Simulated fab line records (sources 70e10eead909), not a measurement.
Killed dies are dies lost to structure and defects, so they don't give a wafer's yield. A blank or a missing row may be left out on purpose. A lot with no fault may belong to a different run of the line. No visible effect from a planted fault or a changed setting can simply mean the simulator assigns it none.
Chamber matching || flow nand_harc || 4 sister chambers for NHARC_P_GATE_DESCUM_31 on rie_diel-02
The step chemistry O2, time 3 s. 8 wafers are shown with their chamber, then 7 later ones without.

WAFERS PAIRED WITH THEIR CHAMBERS
{"wafer": "L077.1", "chamber": 2, "drypump_motor_current_A (A)": 5.7, "showerhead_plenum_p_Torr (Torr)": 1.88}
{"wafer": "L079.1", "chamber": 1, "drypump_motor_current_A (A)": 5.1, "showerhead_plenum_p_Torr (Torr)": 1.78}
{"wafer": "L079.3", "chamber": 3, "drypump_motor_current_A (A)": 6.5, "showerhead_plenum_p_Torr (Torr)": 1.78}
{"wafer": "L083.1", "chamber": 0, "drypump_motor_current_A (A)": 6.3, "showerhead_plenum_p_Torr (Torr)": 1.87}
{"wafer": "L083.4", "chamber": 1, "drypump_motor_current_A (A)": 5.1, "showerhead_plenum_p_Torr (Torr)": 1.78}
{"wafer": "L083.6", "chamber": 0, "drypump_motor_current_A (A)": 6.3, "showerhead_plenum_p_Torr (Torr)": 1.87}
{"wafer": "L088.4", "chamber": 3, "drypump_motor_current_A (A)": 6.5, "showerhead_plenum_p_Torr (Torr)": 1.78}
{"wafer": "L088.5", "chamber": 2, "drypump_motor_current_A (A)": 5.6, "showerhead_plenum_p_Torr (Torr)": 1.87}

WAFERS MISSING THEIR CHAMBER
{"wafer": "L088.6", "drypump_motor_current_A (A)": 6.4, "showerhead_plenum_p_Torr (Torr)": 1.78}
{"wafer": "L090.1", "drypump_motor_current_A (A)": 5.7, "showerhead_plenum_p_Torr (Torr)": 1.87}
{"wafer": "L090.2", "drypump_motor_current_A (A)": 5.1, "showerhead_plenum_p_Torr (Torr)": 1.78}
{"wafer": "L090.4", "drypump_motor_current_A (A)": 6.3, "showerhead_plenum_p_Torr (Torr)": 1.87}
{"wafer": "L094.1", "drypump_motor_current_A (A)": 5.1, "showerhead_plenum_p_Torr (Torr)": 1.78}
{"wafer": "L094.2", "drypump_motor_current_A (A)": 6.3, "showerhead_plenum_p_Torr (Torr)": 1.87}
{"wafer": "L094.6", "drypump_motor_current_A (A)": 5.1, "showerhead_plenum_p_Torr (Torr)": 1.78}

EACH ONE'S CHAMBER
{"wafer": "L088.6", "from the rows above": 3, "in truth": 3}
{"wafer": "L090.1", "from the rows above": 2, "in truth": 2}
{"wafer": "L090.2", "from the rows above": 1, "in truth": 1}
{"wafer": "L090.4", "from the rows above": 0, "in truth": 0}
{"wafer": "L094.1", "from the rows above": 1, "in truth": 1}
{"wafer": "L094.2", "from the rows above": 0, "in truth": 0}
{"wafer": "L094.6", "from the rows above": 1, "in truth": 1}
Placed correctly: 7 of 7. From these rows, 0 cannot be placed. 0 placed wrongly.
How it was worked out, from the rows above alone: a wafer's distance from a chamber is the root of the sum, over the readings, of the square of ((its reading less the chamber's mean) divided by the reading's scatter). The wafer belongs to the nearest chamber; if the next one is less than 2 further off, it can't be placed. The mean given for a chamber averages the wafers shown for that chamber. The scatter is the square root of a quotient: the sum, over the shown wafers, of each reading's squared deviation from its chamber's mean, divided by wafers minus chambers.
